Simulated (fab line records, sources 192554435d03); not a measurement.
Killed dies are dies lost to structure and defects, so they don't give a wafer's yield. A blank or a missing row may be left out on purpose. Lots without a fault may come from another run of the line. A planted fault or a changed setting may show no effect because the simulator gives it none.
Split-lot experiment | flow n5_finfet | 7 lots, 21 wafers read, on a route of 1938 steps

THE SPLIT
At N5_MIM_BOT_ETCH_ETCH_00 (etches TiN in Cl2/BCl3, target depth 45.5 nm), the setting icp_w was moved away from the recipe's 1000 W on 5 of the 21 wafers read, by +5.0% to +14.7%. The other wafers ran this setting at the recipe's value.

The reading is taken at the split's own step.

THE READING
etch.depth_nm (the simulator's own value, which no gauge read), in nm, at N5_MIM_BOT_ETCH_ETCH_00 (etches TiN in Cl2/BCl3, target depth 45.5 nm). The file gives no usual value for it. The 16 wafers here that ran the recipe average 44.76 nm, standard deviation 1.3 nm.

wafer  | tool, chamber at the split | icp_w as run, W | against the recipe | etch.depth_nm, nm | against lot-mates on the recipe
L076.2 | rie_metal-02, 0            | 1000            | recipe             | 45.42             | -
L076.4 | rie_metal-02, 1            | 1147            | +14.7%             | 50.83             | +5.64
L076.5 | rie_metal-02, 1            | 1000            | recipe             | 44.96             | -
L086.1 | rie_metal-01, 0            | 1000            | recipe             | 47.68             | -
L086.5 | rie_metal-01, 0            | 1000            | recipe             | 47.53             | -
L086.6 | rie_metal-01, 1            | 1110            | +11.0%             | 50.94             | +3.33
L085.1 | rie_metal-02, 0            | 1000            | recipe             | 44.89             | -
L085.4 | rie_metal-02, 0            | 1000            | recipe             | 44.89             | -
L085.2 | rie_metal-02, 1            | 1000            | recipe             | 44.88             | -
L087.1 | rie_metal-02, 0            | 1000            | recipe             | 43.97             | -
L087.4 | rie_metal-02, 1            | 1000            | recipe             | 44.28             | -
L087.6 | rie_metal-02, 0            | 1000            | recipe             | 44.09             | -
L091.2 | rie_metal-02, 1            | 1000            | recipe             | 44.55             | -
L091.3 | rie_metal-02, 1            | 1000            | recipe             | 44.6              | -
L091.4 | rie_metal-02, 0            | 1000            | recipe             | 44.82             | -
L095.1 | rie_metal-03, 1            | 1128            | +12.8%             | 48.46             | +5.17
L095.3 | rie_metal-03, 0            | 1128            | +12.8%             | 48.93             | +5.64
L095.4 | rie_metal-03, 1            | 1000            | recipe             | 43.29             | -
L096.2 | rie_metal-03, 1            | 1000            | recipe             | 42.72             | -
L096.3 | rie_metal-03, 1            | 1050            | +5.0%              | 44.82             | +1.68
L096.5 | rie_metal-03, 0            | 1000            | recipe             | 43.57             | -

THE FIT
A straight line over all 21 wafers: etch.depth_nm changes by +0.379 nm for each +1% of icp_w; r = +0.83; the points scatter about the line by 1.4 nm.
The same after taking each lot's own level away (the mean of its wafers on the recipe; 21 wafers): +0.388 nm for each +1%; r = +0.99; scatter 0.32 nm.
On that fit, the largest move of icp_w shifts the reading by 5.7 nm.
The lots' own levels span 43.145 to 47.605 nm, that is 3.5 times the standard deviation above.
So the lot-to-lot level changes the slope little: the two slopes agree.
Check: with one of the wafers moved furthest among these (+14.7%) left out of the fit, the line predicts +5.7 nm for it against its lot-mates. It came out at +5.64 nm against them.

OTHER SPLITS ON THESE WAFERS
These wafers also went through other splits before the reading. Each is held against what the fit with the lots' levels taken away leaves over:
other split on the same wafers        | wafers away from the commonest value | r with etch.depth_nm (lot level and that fit taken away)
N5_BEOL_M13_DEVELOP_27 develop_time_s | 11                                   | +0.02
N5_BEOL_M14_PEB_26 peb_temp_c         | 8                                    | -0.21
N5_BEOL_M15_ETCH_61 bias_w            | 8                                    | +0.23
N5_MIM_BOT_LITHO_EXPOSE_05 dose_mj    | 5                                    | +0.07

THE FILE'S OWN FIT
etch.depth_nm changes by +0.375 nm for each +1% of icp_w, r = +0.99.
